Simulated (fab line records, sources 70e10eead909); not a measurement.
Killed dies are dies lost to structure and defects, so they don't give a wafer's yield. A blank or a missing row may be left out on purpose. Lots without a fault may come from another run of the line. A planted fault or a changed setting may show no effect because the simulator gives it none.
Chamber matching | flow nand_harc | NHARC_P_CONTACT_ETCH_31 on rie_diel-04: 4 sister chambers
The step etches the open film in CH3F/O2, target depth 30 nm, time 85.7 s. 8 wafers are shown with their chamber, then 7 later ones without.

WAFERS WITH THEIR CHAMBER
wafer  | chamber | drypump_motor_current_A (A) | rf_vpp_V (V)
L173.5 | 1       | 5.2                         | 246.6
L176.2 | 0       | 5.4                         | 247.2
L176.4 | 1       | 5.2                         | 247.3
L175.2 | 3       | 6.5                         | 244.8
L175.4 | 2       | 5.3                         | 246.1
L175.6 | 3       | 6.5                         | 244.6
L182.2 | 2       | 5.3                         | 244.8
L182.3 | 0       | 5.3                         | 246.0

WAFERS WITHOUT THEIR CHAMBER
wafer  | drypump_motor_current_A (A) | rf_vpp_V (V)
L182.5 | 5.3                         | 246.5
L184.1 | 5.3                         | 244.6
L184.5 | 5.4                         | 246.2
L184.6 | 6.5                         | 243.7
L189.1 | 5.4                         | 245.3
L189.2 | 5.2                         | 246.7
L189.3 | 5.3                         | 243.8

WHICH CHAMBER EACH WENT THROUGH
wafer  | from the rows above          | in truth
L182.5 | can't be placed: 0 or 2 or 1 | 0
L184.1 | 2                            | 2
L184.5 | can't be placed: 0 or 2      | 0
L184.6 | 3                            | 3
L189.1 | can't be placed: 0 or 2      | 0
L189.2 | 1                            | 1
L189.3 | can't be placed: 2 or 0      | 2
Placed correctly: 3 of 7. Can't be placed from these rows: 4 (the true chamber is among the candidates in 4). Placed wrongly: 0.
How it was worked out, from the rows above alone: a wafer's distance from a chamber is the root of the sum, over the readings, of the square of ((its reading less the chamber's mean) divided by the reading's scatter). The wafer belongs to the nearest chamber; if the next one is less than 2 further off, it can't be placed. A chamber's mean is the mean of its shown wafers. The scatter: the root of (the sum of the squares of (reading less its chamber's mean) over the shown wafers, divided by (wafers less chambers)).
